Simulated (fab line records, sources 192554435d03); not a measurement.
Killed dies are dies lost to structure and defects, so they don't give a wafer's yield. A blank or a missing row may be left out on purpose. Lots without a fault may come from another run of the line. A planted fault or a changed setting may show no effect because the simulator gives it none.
Split-lot experiment | flow n5_finfet | 7 lots, 21 wafers read, on a route of 1938 steps

THE SPLIT
At N5_BEOL_M4_ILD_DEP_00 (deposits SiOC from DEMS/O2, target thk 79 nm, time 15.3 s), the setting time_s was moved away from the recipe's 15.3 s on 8 of the 21 wafers read, by -7.8% to +13.1%. The other wafers ran this setting at the recipe's value.

The file shows no step between the split and the reading.

THE READING
M4_ILD_THK, in nm, at N5_BEOL_M4_THK_MEAS_01. Fault-free wafers of this fab line usually give 78.7 nm, standard deviation 0.98 nm.

wafer  | tool, chamber at the split | time_s as run, s | against the recipe | M4_ILD_THK, nm | against lot-mates on the recipe
L074.1 | pecvd-04, 2                | 16.99            | +11.0%             | 86.9           | +5.9
L074.5 | pecvd-04, 1                | 15.3             | recipe             | 81.0           | -
L074.6 | pecvd-04, 2                | 16.99            | +11.0%             | 88.1           | +7.1
L079.2 | pecvd-03, 0                | 14.1             | -7.8%              | 71.7           | no lot-mate on the recipe
L079.3 | pecvd-03, 1                | 14.1             | -7.8%              | 72.1           | no lot-mate on the recipe
L079.5 | pecvd-03, 1                | 14.1             | -7.8%              | 73.3           | no lot-mate on the recipe
L082.1 | pecvd-03, 2                | 16.4             | +7.2%              | 83.7           | +6.7
L082.2 | pecvd-03, 0,1              | 15.3             | recipe             | 77.0           | -
L082.3 | pecvd-03, 0,1              | 15.3             | recipe             | 77.1           | -
L084.2 | pecvd-04, 0                | 15.3             | recipe             | 78.7           | -
L084.3 | pecvd-04, 1                | 15.3             | recipe             | 80.3           | -
L084.5 | pecvd-04, 1                | 15.3             | recipe             | 79.8           | -
L086.1 | pecvd-04, 0                | 17.3             | +13.1%             | 87.2           | +8.7
L086.2 | pecvd-04, 1                | 15.3             | recipe             | 78.5           | -
L086.6 | pecvd-04, 0                | 17.3             | +13.1%             | 87.5           | +9.0
L091.1 | pecvd-01, 2                | 15.3             | recipe             | 78.5           | -
L091.3 | pecvd-01, 0                | 15.3             | recipe             | 78.1           | -
L091.5 | pecvd-01, 2                | 15.3             | recipe             | 79.9           | -
L095.1 | pecvd-03, 1                | 15.3             | recipe             | 78.6           | -
L095.2 | pecvd-03, 0                | 15.3             | recipe             | 79.0           | -
L095.4 | pecvd-03, 1                | 15.3             | recipe             | 80.2           | -
Where a row lists several chambers, the file gives one row for several wafers and doesn't say which wafer went through which chamber.

THE FIT
A straight line over all 21 wafers: M4_ILD_THK changes by +0.735 nm for each +1% of time_s; r = +0.97; the points scatter about the line by 1.1 nm.
The same after taking each lot's own level away (the mean of its wafers on the recipe; 18 wafers): +0.659 nm for each +1%; r = +0.98; scatter 0.8 nm.
On that fit, the largest move of time_s shifts the reading by 8.6 nm.
The lots' own levels span 77.05 to 81.00 nm, that is 4.0 times the standard deviation above.
So the lot-to-lot level changes the slope: the two fits differ.
Check: with one of the wafers moved furthest among these (+13.1%) left out of the fit, the line predicts +8.65 nm for it against its lot-mates. It came out at +8.7 nm against them.

THE WHOLE CHAIN: every reading that the file lists as answering this split, in the file's order
step                   | what it does                                              | reading                                                                            | change (the file's fit)               | r (the file's)
N5_BEOL_M4_ILD_DEP_00  | deposits SiOC from DEMS/O2, target thk 79 nm, time 15.3 s | SiOC_of_BEOL_M4_ILD_DEP_00.thk_nm (the simulator's own value, which no gauge read) | +0.684 nm for each +1% of the setting | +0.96
N5_BEOL_M4_THK_MEAS_01 |                                                           | M4_ILD_THK                                                                         | +0.683 for each +1% of the setting    | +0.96

THE FILE'S OWN FIT
M4_ILD_THK changes by +0.683 nm for each +1% of time_s, r = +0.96.
